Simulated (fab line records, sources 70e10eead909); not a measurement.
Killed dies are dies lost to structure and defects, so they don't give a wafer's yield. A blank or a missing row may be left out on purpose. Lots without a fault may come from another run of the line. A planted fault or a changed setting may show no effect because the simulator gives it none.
fab line records | flow nand_harc | part 2 of 2: steps 4 to 6 of 6
record lots=24 wafers=72 last_day=26
route steps=1159 shown A_CONTACT@914
lots that met no fault: from a run of the same line without faults
start_h: hours from the record's first day to the start of the lot's first wafer shown | wait_h: hours since the lot's step before | " the same as in the row above | L1.1+2: a row that stands for several wafers | - no value, or no start given | * or withheld: withheld | < > ~ a bound
route shown NAME@n: a module of which the file shows steps, and the number in the route of the first | usual: mean/standard deviation of fault-free wafers | same: alike in all rows | chamber/n: place in a boat | sites: the reading at each site | _std_site: their standard deviation | _edge_site: outer sites' mean less inner sites' | radius_mm: how far each site lies from the wafer's centre | mask NAME#n: copy n | behind: the tool/chamber that last shaped the wafer | hold: why the lot was held/for how many hours/how that ended | device: the transistor (n, p or np) that didn't switch | end of line: the same wafers' tests at the end of the route | a step without rows: its recipe alone | killed: dies lost to structure and defects at the first sort, not the wafer's yield | map: a wafer's dies, x killed, . not, _ none there
set.NAME: the setting as run; set.NAME@STEP: as run at that earlier step | model.NAME: the simulator's own value behind a step, which no gauge read
steps of the route over a sample of lots; a table a step, a row a wafer
services: from which hour (start_h, from the record's first day; less than 0 if before it) a tool's chamber was out of use, for how many hours, and why
## steps
# step NHARC_A_CONTACT_ETCH_31
# recipe target_depth_a=20000 over_etch_frac=0.3 time_s=520 ion_energy_ev=150 o2_flow_sccm=400 cos_flow_sccm=20 ar_flow_sccm=0 rf_w=500 bias_w=300 chemistry=O2/COS
# usual drypump_motor_current_A=5.7/0.5 mfc_ar_sccm=0.011/0.01 oes_product_au=1.002/0.01 rf_vpp_V=313.8/2 showerhead_plenum_p_Torr=3.10/0.11 throttle_valve_pct=28.330/0.0094
# same over_etch_frac=0.3
# columns lot.wafer tool chamber start_h wait_h drypump_motor_current_A mfc_ar_sccm oes_product_au rf_hours_counter_h rf_vpp_V showerhead_plenum_p_Torr throttle_valve_pct
L074.3 rie_diel-01 2 - - 5.1 0 1.008 12 313.2 3.02 28.344
L074.4 " 3 " " 6.2 0.006 0.984 13 311.5 3.03 28.318
L074.5 " 0 " " 5.7 0 1.001 - 313.6 3.09 28.342
L077.2 rie_diel-01 1 - - 5.4 0.013 0.987 15 316.9 3.25 28.314
L077.1 " 0 " " 5.7 0 1.010 16 312.3 3.09 28.351
L077.5 " 2 " " 5.1 0 1.014 - 312.8 3.02 28.321
L075.3 rie_diel-01 0 - - 5.7 0 1.003 17 314.1 3.09 28.307
L075.4 " 2 " " 5.1 0 1.013 15 311.0 3.02 28.327
L075.5 " 1 " " 5.4 0.013 0.988 - 316.7 3.25 28.331
L076.4 rie_diel-01 0 - - 5.7 0 1.005 18 314.4 3.09 28.321
L076.1 " 1 " " 5.4 0.013 0.989 17 316.4 3.25 28.333
L076.3 " 2 " " 5.1 0 1.015 16 312.3 3.02 28.342
L078.2 rie_diel-01 1 - - 5.4 0.013 0.995 18 317.2 3.25 28.333
L078.1 " 3 " " 6.2 0.006 0.983 18 311.7 3.03 28.323
L078.4 " 0 " " 5.7 0 1.001 18 312.3 3.09 28.326
L080.2 rie_diel-01 0 - - 5.7 0 1.018 21 313.9 3.09 28.319
L080.3 " 1 " " 5.4 0.013 1.001 21 315.8 3.25 28.335
L080.5 " 2 " " 5.1 0 1.012 - 312.0 3.02 28.327
L079.2 rie_diel-12 2 - - 5.7 0 0.986 14 311.9 2.96 28.322
L079.4 " 3 " " 5.9 0.016 1.002 - 311.2 3.01 28.325
L079.5 " 2 " " 5.6 0 0.983 - 312.0 2.96 28.327
L081.4 rie_diel-02 3 - - 6.1 0.024 0.992 37 315.3 3.22 28.336
L081.6 " 0 " " 6.6 0.024 0.992 - 313.3 3.03 28.327
L081.5 " 1 " " 6.7 0.035 0.996 - 312.0 3.05 28.338
L083.2 rie_diel-02 2 - - 5.4 0.006 1.011 39 318.4 3.35 28.344
L083.3 " 3 " " 6.2 0.024 0.990 38 316.6 3.22 28.332
L083.4 " 1 " " 6.7 0.035 1.000 34 310.7 3.05 28.319
L084.4 rie_diel-01 1 - - 5.4 0.013 0.991 24 316.4 3.24 28.325
L084.2 " 3 " " 6.2 0.006 1.002 24 311.4 3.02 28.334
L084.6 " 1 " " 5.4 0.013 0.994 - 315.5 3.24 28.348
L082.3 rie_diel-02 1 - - 6.7 0.035 0.989 39 312.7 3.04 28.334
L082.5 " 2 " " 5.4 0.006 0.994 - 317.9 3.35 28.329
L082.6 " 3 " " 6.2 0.024 0.998 - 315.8 3.22 28.306
L087.2 rie_diel-01 0 - - 5.6 0 1.003 28 312.3 3.08 28.335
L087.4 " 2 " " 5.1 0 1.020 27 312.5 3.02 28.326
L087.6 " 0 " " 5.6 0 1.007 - 314.2 3.08 28.321
L085.2 rie_diel-01 1 - - 5.4 0.013 0.987 28 314.8 3.24 28.332
L085.4 " 2 " " 5.1 0 1.016 27 313.4 3.02 28.324
L085.6 " 2 " " 5.1 0 1.009 - 312.2 3.02 28.328
L089.4 rie_diel-01 1 - - 5.4 0.013 0.994 28 317.2 3.24 28.331
L089.2 " 3 " " 6.2 0.006 0.999 29 313.2 3.02 28.320
L089.5 " 1 " " 5.4 0.013 1.013 - 315.5 3.24 28.341
L086.2 rie_diel-01 1 - - 5.4 0.013 1.005 30 315.4 3.24 28.328
L086.3 " 3 " " 6.2 0.006 0.998 30 312.1 3.02 28.341
L086.6 " 0 " " 5.7 0 1.002 - 312.2 3.08 28.331
L090.2 rie_diel-12 0 - - 6.7 0.030 1.011 18 312.4 3.06 28.332
L090.6 " 3 " " 5.9 0.016 1.000 - 311.0 3.00 28.327
L090.5 " 0 " " 6.7 0.030 1.009 - 312.9 3.06 28.328
L088.1 rie_diel-12 1 - - 5.4 0.019 1.016 33 315.1 3.15 28.338
L088.2 " 3 " " 5.9 0.016 1.009 33 312.2 3.00 28.332
L088.5 " 1 " " 5.3 0.019 1.018 - 315.9 3.15 28.342
L091.2 rie_diel-12 0 - - 6.7 0.030 1.019 22 311.9 3.05 28.334
L091.3 " 1 " " 5.4 0.019 1.025 36 313.1 3.15 28.328
L091.6 " 0 " " 6.7 0.030 1.013 - 314.2 3.05 28.331
L092.4 rie_diel-02 1 - - 6.7 0.035 1.008 58 313.5 3.03 28.344
L092.1 " 2 " " 5.4 0.006 0.995 62 318.2 3.34 28.327
L092.3 " 0 " " 6.6 0.024 0.990 58 311.5 3.02 28.325
L094.1 rie_diel-12 0 - - 6.6 0.030 1.008 28 313.7 3.05 28.325
L094.3 " 1 " " 5.4 0.019 1.020 44 314.0 3.15 28.342
L094.2 " 3 " " 5.9 0.016 1.008 44 313.1 2.99 28.337
L093.2 rie_diel-01 0 - - 5.7 0 1.006 1 314.4 3.08 28.338
L093.1 " 2 " " 5.1 0 1.023 1 312.3 3.01 28.315
L093.5 " 0 " " 5.7 0 1.009 - 311.8 3.08 28.319
L095.2 rie_diel-12 0 - - 6.7 0.030 1.002 29 314.9 3.05 28.325
L095.3 " 1 " " 5.4 0.019 1.012 46 315.0 3.15 28.335
L095.6 " 3 " " 5.9 0.016 0.998 - 312.9 2.99 28.337
L096.2 rie_diel-01 2 - - 5.1 0 1.021 8 311.6 3.01 28.328
L096.3 " 3 " " 6.2 0.006 0.993 7 312.6 3.01 28.330
L096.6 " 2 " " 5.1 0 1.012 - 314.3 3.01 28.330
L097.2 rie_diel-01 0 - - 5.7 0 1.004 12 314.3 3.08 28.316
L097.4 " 1 " " 5.4 0.013 0.993 12 314.8 3.23 28.325
L097.6 " 0 " " 5.6 0 1.006 - 313.3 3.08 28.332
# step NHARC_A_CONTACT_ETCH_135
# recipe source_w=withheld pressure_mtorr=20 bias_v=3000 time_s=132 target_depth_a=12870 ar_flow_sccm=withheld c4f8_flow_sccm=withheld o2_flow_sccm=withheld chemistry=C4F8/O2/Ar
# columns lot.wafer tool chamber start_h wait_h rf_hours_counter_h
L074.4 har_cap_etch-02 1 381.73 0.1 -
L074.3 " 0 " " -
L074.5 " 0 " " -
L077.2 har_cap_etch-03 0 391.13 0.2 84
L077.1 " 1 " " 84
L077.5 " 0 " " -
L075.3 har_cap_etch-01 0 392.84 0.1 -
L075.4 " 1 " " -
L075.5 " 0 " " -
L076.1 har_cap_etch-02 1 401.19 0.2 15
L076.4 " 0 " " -
L076.3 " 1 " " -
L078.1 har_cap_etch-01 1 402.93 0.2 61
L078.2 " 0 " " 61
L078.4 " 0 " " -
L080.2 har_cap_etch-01 0 421.60 0.2 63
L080.3 " 0 " " -
L080.5 " 1 " " -
L079.2 har_cap_etch-03 0 431.41 0.2 91
L079.4 " 0 " " -
L079.5 " 1 " " -
L081.4 har_cap_etch-01 1 432.57 0.1 -
L081.6 " 1 " " -
L081.5 " 0 " " -
L083.2 har_cap_etch-03 0 434.95 0.2 92
L083.4 " 1 " " -
L083.3 " 0 " " -
L084.2 har_cap_etch-02 0 445.01 0.2 22
L084.4 " 1 " " -
L084.6 " 1 " " -
L082.3 har_cap_etch-01 0 446.00 0.1 -
L082.6 " 0 " " -
L082.5 " 1 " " -
L087.2 har_cap_etch-02 1 458.44 0.2 25
L087.4 " 0 " " -
L087.6 " 0 " " -
L085.2 har_cap_etch-01 1 460.40 0.2 71
L085.4 " 1 " " -
L085.6 " 0 " " -
L089.2 har_cap_etch-01 0 465.13 0.2 71
L089.4 " 0 " " -
L089.5 " 1 " " -
L086.2 har_cap_etch-01 0 467.16 0.2 72
L086.3 " 1 " " -
L086.6 " 1 " " -
L090.2 har_cap_etch-03 1 480.66 0.2 100
L090.6 " 1 " " -
L090.5 " 0 " " -
L088.2 har_cap_etch-01 0 482.01 0.2 74
L088.1 " 1 " " 74
L088.5 " 0 " " -
L091.2 har_cap_etch-02 1 493.85 0.2 31
L091.3 " 0 " " -
L091.6 " 0 " " -
L092.1 har_cap_etch-03 0 494.23 0.2 102
L092.3 " 1 " " -
L092.4 " 0 " " -
L094.1 har_cap_etch-03 0 509.06 0.2 104
L094.2 " 1 " " 104
L094.3 " 1 " " -
L093.1 har_cap_etch-02 0 511.78 0.2 34
L093.2 " 1 " " 34
L093.5 " 1 " " -
L095.2 har_cap_etch-01 1 513.43 0.2 79
L095.3 " 1 " " -
L095.6 " 1 " " -
L096.2 har_cap_etch-01 1 536.51 0.2 82
L096.3 " 1 " " -
L096.6 " 0 " " -
L097.2 har_cap_etch-01 1 553.18 0.2 86
L097.4 " 0 " " -
L097.6 " 0 " " -
# step NHARC_A_CONTACT_ETCH_138
# recipe source_w=withheld pressure_mtorr=20 bias_v=3000 time_s=132 target_depth_a=12890 ar_flow_sccm=withheld c4f8_flow_sccm=withheld o2_flow_sccm=withheld chemistry=C4F8/O2/Ar
# columns lot.wafer tool chamber start_h wait_h rf_hours_counter_h
L074.4 har_cap_etch-02 1 382.10 0.1 -
L074.3 " 0 " " -
L074.5 " 0 " " -
L077.2 har_cap_etch-03 0 391.62 0.1 84
L077.1 " 1 " " 84
L077.5 " 0 " " -
L075.3 har_cap_etch-01 0 393.20 0.1 -
L075.4 " 1 " " -
L075.5 " 0 " " -
L076.1 har_cap_etch-02 1 401.55 0.1 15
L076.4 " 0 " " -
L076.3 " 1 " " -
L078.1 har_cap_etch-01 1 403.30 0.1 62
L078.2 " 0 " " 62
L078.4 " 0 " " -
L080.2 har_cap_etch-01 0 422.10 0.1 64
L080.3 " 0 " " -
L080.5 " 1 " " -
L079.2 har_cap_etch-03 0 431.78 0.1 92
L079.4 " 0 " " -
L079.5 " 1 " " -
L081.4 har_cap_etch-01 1 432.94 0.1 -
L081.6 " 1 " " -
L081.5 " 0 " " -
L083.2 har_cap_etch-03 0 435.32 0.1 92
L083.4 " 1 " " -
L083.3 " 0 " " -
L084.2 har_cap_etch-02 0 445.38 0.1 22
L084.4 " 1 " " -
L084.6 " 1 " " -
L082.3 har_cap_etch-01 0 446.36 0.1 -
L082.6 " 0 " " -
L082.5 " 1 " " -
L087.2 har_cap_etch-02 1 458.81 0.1 25
L087.4 " 0 " " -
L087.6 " 0 " " -
L085.2 har_cap_etch-01 1 460.77 0.1 71
L085.4 " 1 " " -
L085.6 " 0 " " -
L089.2 har_cap_etch-01 0 465.50 0.1 72
L089.4 " 0 " " -
L089.5 " 1 " " -
L086.2 har_cap_etch-01 0 467.52 0.1 73
L086.3 " 1 " " -
L086.6 " 1 " " -
L090.2 har_cap_etch-03 1 481.03 0.1 101
L090.6 " 1 " " -
L090.5 " 0 " " -
L088.2 har_cap_etch-01 0 482.37 0.1 74
L088.1 " 1 " " 74
L088.5 " 0 " " -
L091.2 har_cap_etch-02 1 494.22 0.1 31
L091.3 " 0 " " -
L091.6 " 0 " " -
L092.1 har_cap_etch-03 0 494.59 0.1 103
L092.3 " 1 " " -
L092.4 " 0 " " -
L094.1 har_cap_etch-03 0 509.43 0.1 105
L094.2 " 1 " " 105
L094.3 " 1 " " -
L093.1 har_cap_etch-02 0 512.27 0.1 34
L093.2 " 1 " " 34
L093.5 " 1 " " -
L095.2 har_cap_etch-01 1 513.80 0.1 79
L095.3 " 1 " " -
L095.6 " 1 " " -
L096.2 har_cap_etch-01 1 536.88 0.1 82
L096.3 " 1 " " -
L096.6 " 0 " " -
L097.2 har_cap_etch-01 1 553.54 0.1 87
L097.4 " 0 " " -
L097.6 " 0 " " -
## services
# columns tool chamber start_h hours kind
rie_diel-01 0 372.97 - clean
rie_diel-01 1 372.97 - clean
rie_diel-01 2 372.97 - clean
rie_diel-01 3 372.97 - clean
rie_diel-12 - 379.62 9.0 pm
rie_diel-01 0 397.60 - clean
rie_diel-01 1 397.60 - clean
rie_diel-01 2 397.60 - clean
rie_diel-01 3 397.60 - clean
rie_diel-12 0 412.71 46.5 repair
pecvd-01 - 418.23 13.0 pm
har_cap_etch-01 - 420.51 0.6 repair
rie_diel-01 0 422.10 - clean
rie_diel-01 1 432.22 3.1 repair
pecvd-02 2 453.91 2.9 repair
pecvd-03 - 473.08 13.0 pm
rie_diel-01 2 485.49 7.9 repair
pecvd-01 - 486.28 1.0 repair
rie_diel-01 - 492.13 9.0 pm
rie_diel-02 - 505.00 9.0 pm
pecvd-02 - 515.05 13.0 pm
rie_diel-12 1 525.96 3.7 repair
rie_diel-12 0 544.56 18.8 repair
har_cap_etch-03 - 545.00 17.0 pm
